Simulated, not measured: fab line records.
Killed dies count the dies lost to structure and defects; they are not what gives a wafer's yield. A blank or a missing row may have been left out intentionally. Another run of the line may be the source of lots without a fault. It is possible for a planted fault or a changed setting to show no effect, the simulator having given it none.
Matching of chambers -- flow n5_finfet -- N5_BEOL_M0_DEP_125 on pecvd-04: 3 sister chambers
The step deposits SiCN from 3MS/NH3, target thk 8 nm, time 14 s. 6 wafers are shown with their chamber, then 8 later ones without.

## WAFERS PAIRED WITH THEIR CHAMBERS
wafer,chamber,showerhead_plenum_p_Torr (Torr),throttle_valve_pct (%)
L085.5,0,3.673,8.9
L085.6,2,3.666,8.8
L089.1,1,3.685,9.5
L089.4,1,3.689,9.6
L089.5,0,3.666,8.7
L095.2,2,3.664,8.9

## WAFERS WITH NO CHAMBER GIVEN
wafer,showerhead_plenum_p_Torr (Torr),throttle_valve_pct (%)
L095.3,3.682,9.6
L095.4,3.698,9.7
L096.2,3.656,8.9
L096.4,3.669,8.9
L096.6,3.669,9.1
L097.3,3.668,8.5
L097.5,3.664,8.9
L097.6,3.685,9.7

## THE CHAMBER EACH PASSED THROUGH
wafer,from the rows above,in truth
L095.3,1,1
L095.4,1,1
L096.2,can't be placed: 2 or 0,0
L096.4,can't be placed: 0 or 2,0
L096.6,can't be placed: 2 or 0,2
L097.3,can't be placed: 0 or 2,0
L097.5,can't be placed: 2 or 0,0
L097.6,1,1
Placed correctly: 3 of 8. Not placeable from these rows: 5 (in 5, the candidates include the true chamber). 0 placed wrongly.
How it was worked out, from the rows above alone: a wafer's distance from a chamber is the root of the sum, over the readings, of the square of ((its reading less the chamber's mean) divided by the reading's scatter). The wafer belongs to the nearest chamber; if the next one is less than 2 further off, it can't be placed. For every chamber, the mean is computed from those of its wafers that are shown. The scatter: the root of (the sum of the squares of (reading less its chamber's mean) over the shown wafers, divided by (wafers less chambers)).
